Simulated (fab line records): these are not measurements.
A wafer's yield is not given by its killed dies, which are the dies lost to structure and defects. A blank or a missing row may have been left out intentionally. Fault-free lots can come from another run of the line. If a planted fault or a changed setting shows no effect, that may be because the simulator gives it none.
fab line records -- flow nand_harc
record lots=13, wafers=39, last_day=25
route steps=1159 shown P_GATE@132
lots that met no fault: taken from a fault-free run of the same line
start_h: start of the lot's first displayed wafer, in hours after the record's first day -- wait_h: hours elapsed since this lot's preceding step -- " unchanged from the row above -- L1.1+2: a row that stands for several wafers -- - no value, or no start was given -- * or withheld: withheld -- < > ~ a bound
route shown NAME@n: names a module that has steps shown in the file, with the first one's number in the route -- usual: mean and standard deviation over wafers with no fault -- same: alike in all rows -- chamber/n: place in a boat -- sites: the reading at each site -- _std_site: their standard deviation -- _edge_site: outer sites' mean less inner sites' -- radius_mm: how far each site lies from the wafer's centre -- mask NAME#n: copy n -- behind: the most recent tool/chamber to have shaped the wafer -- hold: what put the lot on hold/how long, in hours/how the hold closed -- device: the n, p or np transistor that did not switch -- end of line: the route-end tests of the same wafers -- a step given without rows: its recipe and nothing more -- killed: the dies lost at the first sort to structure and to defects; this is not the yield of the wafer -- map: dies across one wafer; x = killed, . = not, _ = none there
set.NAME: the setting that was run; set.NAME@STEP: the one run at that earlier step -- model.NAME: the simulator's own value behind a step, which no gauge read
steps of the route over a sample of lots; a table a step, a row a wafer
services: when a tool's chamber went out of use (start_h, in hours from the record's first day, below 0 if earlier), for how many hours, and the reason
## steps
# step NHARC_P_GATE_DEP_103
# recipe target_thk_a=300, target_thk_nm=30, temp_c=400, flow_sccm=200, rf_w=350, material=SiON
# usual heater_power_w=721/75
lot.wafer,tool,chamber,start_h,wait_h,heater_power_w
L425.2,pecvd-01,1,96.74,0.4,667
L425.6,pecvd-01,1,96.74,0.4,652
L425.5,pecvd-01,2,96.74,0.4,545
L428.3,pecvd-02,2,111.09,0.5,828
L428.2,pecvd-02,0,111.09,0.5,605
L428.4,pecvd-02,0,111.09,0.5,602
L429.1,pecvd-04,2,111.70,0.7,801
L429.3,pecvd-04,1,111.70,0.7,783
L429.5,pecvd-04,1,111.70,0.7,795
L431.3,pecvd-02,2,130.20,0.3,824
L431.1,pecvd-02,0,130.20,0.3,704
L431.5,pecvd-02,2,130.20,0.3,821
L434.3,pecvd-04,0,143.28,0.4,658
L434.1,pecvd-04,1,143.28,0.4,796
L434.2,pecvd-04,2,143.28,0.4,891
L439.1,pecvd-04,2,181.30,0.6,794
L439.3,pecvd-04,0,181.30,0.6,662
L439.6,pecvd-04,2,181.30,0.6,766
L440.3,pecvd-02,1,188.02,0.4,672
L440.4,pecvd-02,0,188.02,0.4,662
L440.6,pecvd-02,1,188.02,0.4,686
L441.3,pecvd-02,1,197.89,0.4,727
L441.6,pecvd-02,0,197.89,0.4,592
L441.5,pecvd-02,1,197.89,0.4,736
L443.2,pecvd-02,1,198.48,0.5,752
L443.3,pecvd-02,2,198.48,0.5,708
L443.6,pecvd-02,0,198.48,0.5,649
L442.3,pecvd-02,1,199.38,0.6,783
L442.6,pecvd-02,1,199.38,0.6,785
L442.5,pecvd-02,2,199.38,0.6,673
L446.3,pecvd-01,1,215.83,0.4,719
L446.2,pecvd-01,2,215.83,0.4,645
L446.1,pecvd-01,0,215.83,0.4,717
L445.3,pecvd-02,1,215.84,0.4,770
L445.2,pecvd-02,2,215.84,0.4,787
L445.6,pecvd-02,1,215.84,0.4,751
L447.2,pecvd-02,0,222.05,0.5,677
L447.3,pecvd-02,1,222.05,0.5,737
L447.6,pecvd-02,2,222.05,0.5,811
# step NHARC_P_GATE_EXPOSE_23
# recipe na=1.35, target_cd_nm=120, dose_mj=93.91, mask_id=P_GATE
# usual exposure_dose_mJ_cm2=93.91/0.087, reticle_temp_C=23.01/0.092
# same na=1.35
lot.wafer,tool,chamber,start_h,wait_h,mask,exposure_dose_mJ_cm2,reticle_temp_C
L425.2,arfi_scanner-02,0,97.18,-,P_GATE#0,93.94,23.05
L425.5,arfi_scanner-02,0,97.18,-,P_GATE#0,93.81,23.04
L425.6,arfi_scanner-02,0,97.18,-,P_GATE#0,93.89,22.98
L428.2,arfi_scanner-03,0,111.64,-,P_GATE#0,93.88,23.08
L428.3,arfi_scanner-03,0,111.64,-,P_GATE#0,93.77,22.89
L428.4,arfi_scanner-03,0,111.64,-,P_GATE#0,93.79,22.95
L429.1,arfi_scanner-03,0,112.16,-,P_GATE_R1#0,93.83,22.96
L429.3,arfi_scanner-03,0,112.16,-,P_GATE_R1#0,93.84,23.03
L429.5,arfi_scanner-03,0,112.16,-,P_GATE_R1#0,93.70,22.83
L431.1,arfi_scanner-03,0,130.73,-,P_GATE#0,93.89,23.08
L431.3,arfi_scanner-03,0,130.73,-,P_GATE#0,93.84,22.98
L431.5,arfi_scanner-03,0,130.73,-,P_GATE#0,93.87,23.00
L434.1,arfi_scanner-02,0,143.82,-,P_GATE#0,93.87,22.97
L434.2,arfi_scanner-02,0,143.82,-,P_GATE#0,93.86,23.08
L434.3,arfi_scanner-02,0,143.82,-,P_GATE#0,93.80,23.03
L439.1,arfi_scanner-01,0,181.84,-,P_GATE#0,93.97,23.08
L439.3,arfi_scanner-01,0,181.84,-,P_GATE#0,93.90,23.26
L439.6,arfi_scanner-01,0,181.84,-,P_GATE#0,93.93,23.02
L440.3,arfi_scanner-01,0,188.42,-,P_GATE#0,93.85,22.96
L440.4,arfi_scanner-01,0,188.42,-,P_GATE#0,93.85,22.99
L440.6,arfi_scanner-01,0,188.42,-,P_GATE#0,94.01,23.04
L441.3,arfi_scanner-03,0,198.38,-,P_GATE#0,93.87,22.96
L441.5,arfi_scanner-03,0,198.38,-,P_GATE#0,93.81,22.86
L441.6,arfi_scanner-03,0,198.38,-,P_GATE#0,93.84,22.78
L443.2,arfi_scanner-01,0,199.02,-,P_GATE#0,93.82,23.02
L443.3,arfi_scanner-01,0,199.02,-,P_GATE#0,94.00,23.01
L443.6,arfi_scanner-01,0,199.02,-,P_GATE#0,93.84,23.03
L442.3,arfi_scanner-02,0,199.93,-,P_GATE#0,93.97,22.92
L442.5,arfi_scanner-02,0,199.93,-,P_GATE#0,93.96,23.13
L442.6,arfi_scanner-02,0,199.93,-,P_GATE#0,93.95,23.04
L445.2,arfi_scanner-03,0,216.36,-,P_GATE#0,93.83,22.91
L445.3,arfi_scanner-03,0,216.36,-,P_GATE#0,94.08,22.87
L445.6,arfi_scanner-03,0,216.36,-,P_GATE#0,93.94,22.83
L446.1,arfi_scanner-02,0,216.50,-,P_GATE#0,94.01,23.03
L446.2,arfi_scanner-02,0,216.50,-,P_GATE#0,93.82,22.94
L446.3,arfi_scanner-02,0,216.50,-,P_GATE#0,93.93,23.04
L447.2,arfi_scanner-02,0,222.44,-,P_GATE#0,93.66,23.25
L447.3,arfi_scanner-02,0,222.44,-,P_GATE#0,93.84,23.28
L447.6,arfi_scanner-02,0,222.44,-,P_GATE#0,93.84,23.11
# step NHARC_P_GATE_CD_MEAS_26
# recipe target_cd_nm=120, landing_energy_ev=500
# usual cd_nm=120.1/0.57
# same landing_energy_ev=500
lot.wafer,tool,chamber,start_h,wait_h,cd_nm
L425.2,cd_sem-03,0,97.32,-,119.5
L425.5,cd_sem-03,0,97.32,-,119.6
L425.6,cd_sem-03,0,97.32,-,119.5
L428.2,cd_sem-03,0,111.77,-,119.7
L428.3,cd_sem-03,0,111.77,-,119.1
L428.4,cd_sem-03,0,111.77,-,118.7
L429.1,cd_sem-02,0,112.30,-,104.6
L429.3,cd_sem-02,0,112.30,-,104.3
L429.5,cd_sem-02,0,112.30,-,104.6
L431.1,cd_sem-03,0,130.87,-,120.9
L431.3,cd_sem-03,0,130.87,-,120.4
L431.5,cd_sem-03,0,130.87,-,120.1
L434.1,cd_sem-01,0,143.96,-,120.5
L434.2,cd_sem-01,0,143.96,-,121.1
L434.3,cd_sem-01,0,143.96,-,121.0
L439.1,cd_sem-03,0,181.97,-,120.4
L439.3,cd_sem-03,0,181.97,-,119.4
L439.6,cd_sem-03,0,181.97,-,120.5
L440.3,cd_sem-01,0,188.55,-,120.8
L440.4,cd_sem-01,0,188.55,-,120.3
L440.6,cd_sem-01,0,188.55,-,119.2
L441.3,cd_sem-01,0,198.52,-,119.5
L441.5,cd_sem-01,0,198.52,-,119.8
L441.6,cd_sem-01,0,198.52,-,119.8
L443.2,cd_sem-03,0,199.16,-,120.0
L443.3,cd_sem-03,0,199.16,-,120.6
L443.6,cd_sem-03,0,199.16,-,120.6
L442.3,cd_sem-03,0,200.06,-,120.3
L442.5,cd_sem-03,0,200.06,-,120.4
L442.6,cd_sem-03,0,200.06,-,120.8
L445.2,cd_sem-02,0,216.49,-,119.7
L445.3,cd_sem-02,0,216.49,-,119.8
L445.6,cd_sem-02,0,216.49,-,120.2
L446.1,cd_sem-03,0,216.65,-,120.8
L446.2,cd_sem-03,0,216.65,-,119.6
L446.3,cd_sem-03,0,216.65,-,120.3
L447.2,cd_sem-01,0,222.58,-,120.8
L447.3,cd_sem-01,0,222.58,-,119.8
L447.6,cd_sem-01,0,222.58,-,120.8
# step NHARC_P_GATE_DESCUM_31
# recipe time_s=3, o2_flow_sccm=200, ar_flow_sccm=0, bias_power_w=0, chemistry=O2
# usual chamber_pressure_mTorr=60.00/0.055, drypump_motor_current_A=5.98/0.21, oes_product_au=0.999/0.0071, rf_vpp_V=57.8/1, showerhead_plenum_p_Torr=1.91/0.084, throttle_valve_pct=11.312/0.009
lot.wafer,tool,chamber,start_h,wait_h,chamber_pressure_mTorr,drypump_motor_current_A,oes_product_au,rf_hours_counter_h,rf_vpp_V,showerhead_plenum_p_Torr,throttle_valve_pct
L425.2,rie_diel-02,2,97.53,0.1,60.05,6.02,1.000,17,56.6,1.87,11.311
L425.5,rie_diel-02,1,97.53,0.1,60.09,6.24,1.007,-,59.7,2.04,11.314
L425.6,rie_diel-02,3,97.53,0.1,59.98,5.99,0.996,-,57.7,1.86,11.318
L428.2,rie_diel-02,3,111.96,0.1,60.00,5.99,0.989,24,57.4,1.86,11.320
L428.3,rie_diel-02,1,111.96,0.1,60.04,6.21,1.006,27,59.7,2.03,11.321
L428.4,rie_diel-02,3,111.96,0.1,60.06,6.00,0.996,-,57.4,1.86,11.316
L429.1,rie_diel-02,1,112.50,0.1,60.04,6.22,0.998,27,57.8,2.03,11.310
L429.3,rie_diel-02,2,112.50,0.1,60.03,6.00,1.008,23,56.4,1.86,11.315
L429.5,rie_diel-02,2,112.50,0.1,60.02,6.02,0.998,-,57.3,1.86,11.297
L431.1,rie_diel-01,1,131.08,0.1,60.10,6.04,1.001,66,55.2,2.01,11.320
L431.3,rie_diel-01,0,131.08,0.1,60.01,5.71,1.005,66,56.6,1.81,11.310
L431.5,rie_diel-01,2,131.08,0.1,60.05,5.67,0.995,-,57.3,1.82,11.298
L434.2,rie_diel-12,2,144.24,0.2,59.92,5.56,0.999,39,57.0,1.91,11.308
L434.1,rie_diel-12,3,144.24,0.2,60.01,6.19,1.004,30,57.0,2.02,11.292
L434.3,rie_diel-12,0,144.24,0.2,59.99,6.14,1.003,37,58.8,1.94,11.310
L439.1,rie_diel-02,0,182.16,0.1,60.01,6.02,1.005,3,56.0,1.89,11.304
L439.3,rie_diel-02,2,182.16,0.1,59.96,6.03,0.989,3,58.1,1.86,11.316
L439.6,rie_diel-02,0,182.16,0.1,59.96,6.02,1.007,-,56.7,1.89,11.316
L440.3,rie_diel-12,3,188.74,0.1,60.07,6.22,0.999,47,58.1,2.01,11.303
L440.4,rie_diel-12,1,188.74,0.1,59.97,5.78,1.010,58,56.5,1.81,11.321
L440.6,rie_diel-12,2,188.74,0.1,59.88,5.61,0.993,-,57.8,1.90,11.314
L441.3,rie_diel-01,3,198.72,0.1,60.05,5.57,1.000,18,58.5,2.07,11.307
L441.5,rie_diel-01,2,198.72,0.1,60.04,5.76,0.999,-,56.9,1.81,11.304
L441.6,rie_diel-01,3,198.72,0.1,59.92,5.62,1.000,-,57.5,2.07,11.321
L443.2,rie_diel-02,0,199.35,0.1,60.07,6.03,1.002,6,58.4,1.89,11.323
L443.3,rie_diel-02,1,199.35,0.1,60.04,6.23,1.005,6,58.8,2.03,11.293
L443.6,rie_diel-02,0,199.35,0.1,59.93,6.01,0.993,-,57.6,1.89,11.317
L442.3,rie_diel-12,2,200.27,0.1,60.10,5.58,0.986,59,58.0,1.90,11.312
L442.5,rie_diel-12,3,200.27,0.1,60.01,6.21,0.994,-,58.1,2.01,11.311
L442.6,rie_diel-12,0,200.27,0.1,60.03,6.11,1.006,-,57.5,1.93,11.308
L445.2,rie_diel-12,0,216.68,0.1,60.08,6.12,0.999,1,57.1,1.93,11.312
L445.3,rie_diel-12,2,216.68,0.1,59.91,5.58,1.001,1,59.4,1.90,11.308
L445.6,rie_diel-12,0,216.68,0.1,59.95,6.09,1.006,-,57.9,1.93,11.310
L446.3,rie_diel-01,2,216.84,0.1,60.01,5.70,0.993,26,57.3,1.81,11.292
L446.2,rie_diel-01,0,216.84,0.1,60.04,5.69,1.010,24,57.7,1.80,11.313
L446.1,rie_diel-01,1,216.84,0.1,60.04,6.10,0.997,27,58.4,2.00,11.305
L447.3,rie_diel-12,1,222.77,0.1,60.08,5.79,1.011,2,57.9,1.81,11.304
L447.2,rie_diel-12,3,222.77,0.1,60.00,6.19,1.003,2,59.1,2.01,11.314
L447.6,rie_diel-12,0,222.77,0.1,60.00,6.12,1.004,-,57.3,1.93,11.312
# step NHARC_P_GATE_STRIP_108
# recipe o2_flow_sccm=500, ar_flow_sccm=0, bias_w=0, chemistry=O2
# usual chamber_pressure_mTorr=60.00/0.052, drypump_motor_current_A=5.96/0.22, oes_product_au=0.999/0.0087, rf_vpp_V=57.6/0.98, showerhead_plenum_p_Torr=3.51/0.14, throttle_valve_pct=17.037/0.0094
lot.wafer,tool,chamber,start_h,wait_h,chamber_pressure_mTorr,drypump_motor_current_A,oes_product_au,rf_hours_counter_h,rf_vpp_V,showerhead_plenum_p_Torr,throttle_valve_pct
L425.2,rie_diel-02,2,98.66,-,60.00,6.06,0.996,17,57.8,3.45,17.040
L425.5,rie_diel-02,1,98.66,-,59.97,6.24,0.997,-,57.8,3.74,17.040
L425.6,rie_diel-02,3,98.66,-,60.05,6.02,0.999,-,58.1,3.43,17.033
L428.4,rie_diel-12,1,112.79,-,60.02,5.79,1.001,33,56.2,3.36,17.035
L428.3,rie_diel-12,2,112.79,-,59.95,5.58,0.997,31,57.5,3.53,17.021
L428.2,rie_diel-12,3,112.79,-,59.97,6.17,1.013,22,57.3,3.71,17.034
L429.3,rie_diel-02,2,113.34,-,60.00,6.06,1.010,23,55.7,3.44,17.036
L429.1,rie_diel-02,1,113.34,-,60.05,6.24,0.997,27,60.2,3.74,17.034
L429.5,rie_diel-02,3,113.34,-,60.01,5.95,1.005,-,57.4,3.43,17.050
L431.1,rie_diel-02,1,131.90,-,60.09,6.25,0.996,31,58.1,3.73,17.049
L431.3,rie_diel-02,0,131.90,-,60.09,6.00,1.005,19,58.0,3.50,17.049
L431.5,rie_diel-02,2,131.90,-,59.92,6.06,1.008,-,55.7,3.44,17.043
L434.2,rie_diel-12,0,145.59,-,59.98,6.12,1.000,38,57.8,3.57,17.026
L434.3,rie_diel-12,2,145.59,-,59.96,5.60,0.988,39,58.2,3.52,17.052
L434.1,rie_diel-12,3,145.59,-,60.09,6.23,1.000,31,58.4,3.71,17.022
L439.3,rie_diel-02,3,182.79,-,59.90,6.02,0.984,3,56.2,3.43,17.033
L439.1,rie_diel-02,1,182.79,-,60.01,6.23,0.986,3,60.1,3.73,17.033
L439.6,rie_diel-02,0,182.79,-,59.98,6.04,0.994,-,56.6,3.49,17.031
L440.4,rie_diel-12,3,189.58,-,60.09,6.21,1.005,47,59.9,3.70,17.036
L440.3,rie_diel-12,0,189.58,-,60.04,6.13,1.008,54,57.1,3.56,17.044
L440.6,rie_diel-12,2,189.58,-,59.99,5.59,1.011,-,58.2,3.51,17.042
L441.3,rie_diel-01,1,199.41,-,60.09,6.12,1.003,22,56.5,3.69,17.035
L441.5,rie_diel-01,2,199.41,-,59.97,5.72,1.000,-,57.4,3.35,17.033
L441.6,rie_diel-01,3,199.41,-,60.02,5.56,0.990,-,55.7,3.80,17.023
L443.3,rie_diel-12,1,199.98,-,60.05,5.80,0.999,60,57.9,3.35,17.036
L443.2,rie_diel-12,3,199.98,-,59.98,6.22,1.014,50,57.5,3.70,17.031
L443.6,rie_diel-12,2,199.98,-,60.01,5.59,1.001,-,58.7,3.51,17.029
L442.3,rie_diel-12,2,200.92,-,60.03,5.54,0.996,59,56.3,3.51,17.038
L442.6,rie_diel-12,3,200.92,-,59.98,6.17,0.997,-,58.5,3.70,17.036
L442.5,rie_diel-12,0,200.92,-,60.02,6.14,0.993,-,58.6,3.56,17.029
L445.3,rie_diel-12,3,217.34,-,60.00,6.20,1.001,1,59.0,3.70,17.027
L445.2,rie_diel-12,0,217.34,-,59.96,6.13,0.995,1,57.5,3.55,17.044
L445.6,rie_diel-12,1,217.34,-,60.10,5.81,0.999,-,57.2,3.34,17.030
L446.2,rie_diel-12,2,217.51,-,60.00,5.62,0.991,1,58.4,3.51,17.041
L446.1,rie_diel-12,3,217.51,-,60.02,6.19,1.002,1,59.7,3.70,17.026
L446.3,rie_diel-12,0,217.51,-,60.07,6.13,1.003,1,59.1,3.55,17.027
L447.3,rie_diel-02,1,223.43,-,60.01,6.23,1.000,10,57.6,3.73,17.029
L447.2,rie_diel-02,0,223.43,-,59.99,6.04,0.996,10,56.6,3.49,17.049
L447.6,rie_diel-02,1,223.43,-,60.04,6.25,0.995,-,57.8,3.73,17.036
# step NHARC_P_GATE_CD_MEAS_33
# usual cd_nm=120.5/2
lot.wafer,tool,chamber,start_h,wait_h,cd_nm
L425.2,cd_sem-03,-,98.86,0.2,123.0
L425.5,cd_sem-03,-,98.86,0.2,121.0
L425.6,cd_sem-03,-,98.86,0.2,123.3
L428.2,cd_sem-01,-,112.96,-,123.3
L428.3,cd_sem-01,-,112.96,-,122.3
L428.4,cd_sem-01,-,112.96,-,117.4
L429.1,cd_sem-02,-,113.55,0.1,106.5
L429.3,cd_sem-02,-,113.55,0.1,105.5
L429.5,cd_sem-02,-,113.55,0.1,103.1
L431.1,cd_sem-01,-,132.07,-,120.9
L431.3,cd_sem-01,-,132.07,-,122.5
L431.5,cd_sem-01,-,132.07,-,121.1
L434.1,cd_sem-02,-,145.76,-,119.4
L434.2,cd_sem-02,-,145.76,-,119.2
L434.3,cd_sem-02,-,145.76,-,120.6
L439.1,cd_sem-01,-,182.97,-,120.4
L439.3,cd_sem-01,-,182.97,-,121.0
L439.6,cd_sem-01,-,182.97,-,120.8
L440.3,cd_sem-01,-,189.73,-,120.3
L440.4,cd_sem-01,-,189.73,-,121.4
L440.6,cd_sem-01,-,189.73,-,118.0
L441.3,cd_sem-02,-,199.55,-,119.8
L441.5,cd_sem-02,-,199.55,-,119.2
L441.6,cd_sem-02,-,199.55,-,119.8
L443.2,cd_sem-02,-,200.16,-,119.5
L443.3,cd_sem-02,-,200.16,-,118.7
L443.6,cd_sem-02,-,200.16,-,121.2
L442.3,cd_sem-02,-,201.05,-,121.9
L442.5,cd_sem-02,-,201.05,-,117.5
L442.6,cd_sem-02,-,201.05,-,120.5
L445.2,cd_sem-03,-,217.49,-,119.6
L445.3,cd_sem-03,-,217.49,-,119.3
L445.6,cd_sem-03,-,217.49,-,118.5
L446.1,cd_sem-01,-,217.67,-,119.0
L446.2,cd_sem-01,-,217.67,-,115.6
L446.3,cd_sem-01,-,217.67,-,120.6
L447.2,cd_sem-03,-,223.61,-,118.4
L447.3,cd_sem-03,-,223.61,-,114.0
L447.6,cd_sem-03,-,223.61,-,120.2
## services
tool,chamber,start_h,hours,kind
rie_diel-12,3,77.39,19.3,repair
arfi_scanner-03,-,81.76,1.0,repair
rie_diel-12,0,83.45,-,clean
rie_diel-12,1,83.45,-,clean
rie_diel-12,2,83.45,-,clean
arfi_scanner-02,-,84.00,4.0,pm
rie_diel-02,0,87.14,44.0,repair
pecvd-04,0,97.66,25.3,repair
pecvd-02,-,104.57,0.7,repair
rie_diel-01,2,113.03,9.2,repair
rie_diel-02,1,118.07,3.5,repair
rie_diel-01,-,137.80,9.0,pm
arfi_scanner-03,-,140.00,4.0,pm
arfi_scanner-02,-,144.41,6.4,repair
pecvd-01,-,146.41,1.2,repair
pecvd-04,-,148.73,1.8,repair
rie_diel-02,-,150.70,9.0,pm
pecvd-04,-,151.20,1.7,repair
pecvd-02,-,153.27,13.0,pm
pecvd-02,-,170.28,0.6,repair
arfi_scanner-02,-,181.99,17.2,repair
pecvd-04,-,195.00,13.0,pm
pecvd-01,2,200.23,6.0,repair
rie_diel-12,-,202.40,9.0,pm
## key
first_sign step=NHARC_P_GATE_EXPOSE_23, reading=mask, direction=changed
effect step=NHARC_P_GATE_CD_MEAS_26, reading=cd_nm, direction=down, sigmas=27, usual=120.1, struck=104.5
effect step=NHARC_P_GATE_CD_MEAS_33, reading=cd_nm, direction=down, sigmas=7.8, usual=120.5, struck=105.0
met_at NHARC_P_GATE_EXPOSE_23
struck_lots L429
sort_left_out L429.1,L429.3,L429.5
tester_left_out L429
not_acting_at NHARC_P_GATE_DEP_103,NHARC_P_GATE_DESCUM_31,NHARC_P_GATE_STRIP_108
onset_between 111.64 112.16
fault kind=wrong_mask, tool=any, chamber=-, onset_h=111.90, steps=NHARC_P_GATE_EXPOSE_23, aux_copy=P_GATE_R1#0, cd_offset_nm=-15.11, scope=struck_lots_only
# tester_left_out: of these lots the tester's yield and bins aren't shown, on N5 and GAA mostly nor the transistor test; their killed dies are dies lost to structure and defects alone, not to doping, threshold or leakage, so they don't give the yield
# sort_left_out: the simulated sort isn't trusted on such a fault, so these wafers' sort isn't shown, and their yield isn't known
